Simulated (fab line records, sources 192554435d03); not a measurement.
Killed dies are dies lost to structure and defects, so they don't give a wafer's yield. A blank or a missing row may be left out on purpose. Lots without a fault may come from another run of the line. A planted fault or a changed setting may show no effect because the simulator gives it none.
Chamber matching | flow n5_finfet | N5_MOL_CONTACT_COAG_STRIP_72 on rie_diel-01: 4 sister chambers
The step strips in N2/H2. 8 wafers are shown with their chamber, then 9 later ones without.

WAFERS WITH THEIR CHAMBER
wafer  | chamber | drypump_motor_current_A (A) | throttle_valve_pct (%)
L089.2 | 3       | 5.3                         | 23.5
L089.4 | 2       | 6.4                         | 23.3
L089.6 | 1       | 6.1                         | 24.0
L090.2 | 2       | 6.3                         | 23.3
L090.6 | 0       | 5.4                         | 23.4
L092.1 | 0       | 5.4                         | 23.4
L092.2 | 1       | 6.1                         | 24.0
L092.4 | 3       | 5.3                         | 23.6

WAFERS WITHOUT THEIR CHAMBER
wafer  | drypump_motor_current_A (A) | throttle_valve_pct (%)
L093.1 | 6.1                         | 23.9
L093.3 | 5.5                         | 23.5
L093.4 | 6.4                         | 23.3
L095.2 | 5.3                         | 23.6
L095.4 | 5.5                         | 23.5
L095.5 | 5.3                         | 23.6
L096.1 | 5.5                         | 23.5
L096.4 | 5.3                         | 23.5
L096.5 | 6.4                         | 23.4

WHICH CHAMBER EACH WENT THROUGH
wafer  | from the rows above     | in truth
L093.1 | 1                       | 1
L093.3 | can't be placed: 0 or 3 | 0
L093.4 | 2                       | 2
L095.2 | 3                       | 3
L095.4 | can't be placed: 0 or 3 | 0
L095.5 | 3                       | 3
L096.1 | can't be placed: 0 or 3 | 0
L096.4 | 3                       | 3
L096.5 | 2                       | 2
Placed correctly: 6 of 9. Can't be placed from these rows: 3 (the true chamber is among the candidates in 3). Placed wrongly: 0.
How it was worked out, from the rows above alone: a wafer's distance from a chamber is the root of the sum, over the readings, of the square of ((its reading less the chamber's mean) divided by the reading's scatter). The wafer belongs to the nearest chamber; if the next one is less than 2 further off, it can't be placed. A chamber's mean is the mean of its shown wafers. The scatter: the root of (the sum of the squares of (reading less its chamber's mean) over the shown wafers, divided by (wafers less chambers)).
